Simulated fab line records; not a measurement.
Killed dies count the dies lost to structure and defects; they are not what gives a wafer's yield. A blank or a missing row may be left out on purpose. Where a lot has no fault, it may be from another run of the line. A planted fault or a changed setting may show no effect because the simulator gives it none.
Which tool is to blame?    flow n5 finfet    24 lots with 72 wafers sampled at 4 steps, on a route of 1938 steps

WHAT EACH GAUGE READ, for each wafer
N5_BEOL_M3_RS_MEAS_58: uses a four-point probe to measure.
lot   measured      on             M3_RS (ohm/sq)
L074  day 7 07:35   film metro-01  0.64 0.67 0.60
L075  day 7 20:29   film metro-02  0.64 0.68 0.66
L076  day 8 15:55   film metro-01  0.66 0.69 0.62
L077  day 8 19:15   film metro-01  0.67 0.66 0.62
L080  day 8 20:10   film metro-02  0.60 0.61 0.60
L078  day 8 21:10   film metro-01  0.66 0.63 0.59
L079  day 9 02:06   film metro-01  0.68 0.68 0.68
L081  day 9 04:08   film metro-01  0.70 0.63 0.59
L083  day 9 07:49   film metro-02  0.67 0.72 0.65
L082  day 9 08:16   film metro-01  0.77 0.71 0.70
L084  day 10 01:10  film metro-01  0.70 0.63 0.64
L085  day 10 06:52  film metro-01  0.69 0.68 0.65
L086  day 10 21:58  film metro-02  0.66 0.65 0.63
L087  day 10 23:03  film metro-02  0.62 0.62 0.60
L088  day 11 00:40  film metro-02  0.72 0.67 0.65
L089  day 11 06:43  film metro-01  0.70 0.69 0.63
L091  day 11 13:12  film metro-02  0.65 0.65 0.63
L090  day 11 14:29  film metro-02  0.70 0.73 0.67
L092  day 11 22:44  film metro-01  0.63 0.66 0.61
L093  day 12 15:14  film metro-02  0.68 0.67 0.63
L095  day 12 19:53  film metro-01  0.72 0.66 0.67
L094  day 13 06:34  film metro-02  0.67 0.63 0.64
L096  day 13 07:22  film metro-02  0.63 0.68 0.65
L097  day 13 10:11  film metro-01  0.64 0.64 0.64

N5_BEOL_M4_INSPECT_13: inspects for defects (brightfield).
lot   measured      on                 raw defect count
L074  day 7 09:07   defect inspect-01  377 247 211
L075  day 7 21:35   defect inspect-01  316 181 342
L076  day 8 17:36   defect inspect-02  598 574 456
L077  day 8 20:37   defect inspect-02  518 286 449
L080  day 8 21:13   defect inspect-02  366 454 460
L078  day 8 21:52   defect inspect-02  355 409 456
L079  day 9 03:01   defect inspect-01  375 358 386
L081  day 9 04:58   defect inspect-01  446 457 406
L083  day 9 09:02   defect inspect-01  305 189 280
L082  day 9 09:17   defect inspect-01  251 316 333
L084  day 10 02:20  defect inspect-02  464 484 563
L085  day 10 08:59  defect inspect-02  374 408 353
L086  day 11 01:07  defect inspect-01  173 317 277
L087  day 11 01:16  defect inspect-01  304 351 347
L088  day 11 02:36  defect inspect-01  294 359 441
L089  day 11 07:49  defect inspect-01  226 303 353
L091  day 11 14:45  defect inspect-02  434 538 367
L090  day 11 15:14  defect inspect-01  356 304 480
L092  day 11 23:39  defect inspect-01  366 240 325
L093  day 12 16:25  defect inspect-01  234 183 265
L095  day 12 21:23  defect inspect-01  295 372 322
L094  day 13 07:43  defect inspect-02  413 481 403
L096  day 13 09:39  defect inspect-01  354 338 292
L097  day 13 11:28  defect inspect-01  470 317 461

TOOL THAT RAN EACH LOT (tool first, then ch and the chambers of the sampled wafers, then the start)
lot   N5_BEOL_M3_SPUTTER_81         N5_BEOL_M3_CO_CAP_55
L074  pvd sputter-02, day 7 05:12   cvd co-01 ch 0,1, day 7 07:24
L075  pvd sputter-01, day 7 18:02   cvd co-01 ch 0,1,2, day 7 20:17
L076  pvd sputter-02, day 8 13:32   cvd co-02 ch 0,1,2, day 8 15:43
L077  pvd sputter-01, day 8 16:53   cvd co-02 ch 0,1, day 8 19:04
L080  pvd sputter-02, day 8 17:48   cvd co-02 ch 0,1,2, day 8 19:59
L078  pvd sputter-01, day 8 18:44   cvd co-01 ch 0,2, day 8 20:59
L079  pvd sputter-03, day 8 23:44   cvd co-01 ch 0,1,2, day 9 01:55
L081  pvd sputter-03, day 9 01:46   cvd co-01 ch 0,1,2, day 9 03:57
L083  pvd sputter-01, day 9 05:27   cvd co-02 ch 0,1,2, day 9 07:38
L082  pvd sputter-03, day 9 05:36   cvd co-01 ch 1,2, day 9 08:05
L084  pvd sputter-02, day 9 22:37   cvd co-01 ch 1,2, day 10 00:50
L085  pvd sputter-02, day 10 04:26  cvd co-01 ch 0,2, day 10 06:39
L086  pvd sputter-02, day 10 19:32  cvd co-01 ch 0,1,2, day 10 21:46
L087  pvd sputter-01, day 10 20:41  cvd co-01 ch 0,1, day 10 22:52
L088  pvd sputter-03, day 10 22:18  cvd co-01 ch 0,1,2, day 11 00:29
L089  pvd sputter-03, day 11 04:13  cvd co-01 ch 0,1,2, day 11 06:31
L091  pvd sputter-02, day 11 10:39  cvd co-01 ch 0,1,2, day 11 13:03
L090  pvd sputter-03, day 11 12:07  cvd co-02 ch 1,2, day 11 14:19
L092  pvd sputter-02, day 11 20:22  cvd co-02 ch 0,1, day 11 22:33
L093  pvd sputter-03, day 12 12:52  cvd co-02 ch 0,2, day 12 15:03
L095  pvd sputter-01, day 12 17:22  cvd co-02 ch 1,2, day 12 19:41
L094  pvd sputter-03, day 13 04:05  cvd co-02 ch 0,1, day 13 06:21
L096  pvd sputter-01, day 13 04:56  cvd co-02 ch 1,2, day 13 07:08
L097  pvd sputter-03, day 13 07:39  cvd co-02 ch 0,1,2, day 13 09:58
- N5_BEOL_M3_SPUTTER_81: material Cu, target thk 4.5 nm, time 8.29 s.
- N5_BEOL_M3_CO_CAP_55: material Co, precursor CCTBA/H2, target thk 2 nm, time 102.1 s.

AS READ BY THE TOOLS THEMSELVES (means over the sampled wafers that have a number; for cases with no such wafer, the mark the record gives instead)
N5_BEOL_M3_SPUTTER_81.
lot   tool            chuck sensor temp C (C)  throttle valve pct (%)
L074  pvd sputter-02  -15.9                    29.8
L075  pvd sputter-01  -16.0                    30.1
L076  pvd sputter-02  -16.2                    30.9
L077  pvd sputter-01  -16.0                    29.7
L080  pvd sputter-02  -16.0                    29.5
L078  pvd sputter-01  -15.9                    30.2
L079  pvd sputter-03  -16.2                    29.3
L081  pvd sputter-03  -16.9                    31.0
L083  pvd sputter-01  -15.9                    29.9
L082  pvd sputter-03  -16.9                    31.2
L084  pvd sputter-02  -16.4                    32.2
L085  pvd sputter-02  -16.2                    31.3
L086  pvd sputter-02  -16.3                    30.8
L087  pvd sputter-01  -16.3                    29.7
L088  pvd sputter-03  -16.5                    29.4
L089  pvd sputter-03  -16.5                    29.2
L091  pvd sputter-02  -16.3                    31.2
L090  pvd sputter-03  -16.9                    29.0
L092  pvd sputter-02  -16.0                    30.2
L093  pvd sputter-03  -16.5                    29.4
L095  pvd sputter-01  -15.9                    29.8
L094  pvd sputter-03  -16.5                    28.0
L096  pvd sputter-01  -16.0                    30.0
L097  pvd sputter-03  -16.9                    29.9

N5_BEOL_M3_CO_CAP_55.
lot   tool       heater power w (W)
L074  cvd co-01  246
L075  cvd co-01  229
L076  cvd co-02  233
L077  cvd co-02  247
L080  cvd co-02  238
L078  cvd co-01  217
L079  cvd co-01  230
L081  cvd co-01  229
L083  cvd co-02  240
L082  cvd co-01  210
L084  cvd co-01  207
L085  cvd co-01  237
L086  cvd co-01  233
L087  cvd co-01  253
L088  cvd co-01  233
L089  cvd co-01  230
L091  cvd co-01  234
L090  cvd co-02  230
L092  cvd co-02  238
L093  cvd co-02  233
L095  cvd co-02  233
L094  cvd co-02  247
L096  cvd co-02  243
L097  cvd co-02  242

THE ANSWER, worked out from the rows above alone
Rule: usual is defined by the lots themselves. The widest of any qualifying gaps counts: lots, ordered by their means at a reading, are off when they make up no more than a third of the lots, leave a main group of 4 or more, and stand apart from it by 3 or more times the standard deviation of that group's means. If all means in a main group match to the digits the tables above print for the reading, that group is not used. Also off: a lot with no number at a reading for which 4 or more lots have one. Where the step has rows for the other lots, those lots are counted as sound. The gauges are gone through in route order, then the tools' own readings, and for those a lot's mean is taken as printed above. At the first step where some lot is off, the reading lying furthest off is the one used; lots without a number count as furthest.
No lot is off at any reading shown: from this, nothing can be told.

WHAT THE SIMULATOR HAD INSERTED
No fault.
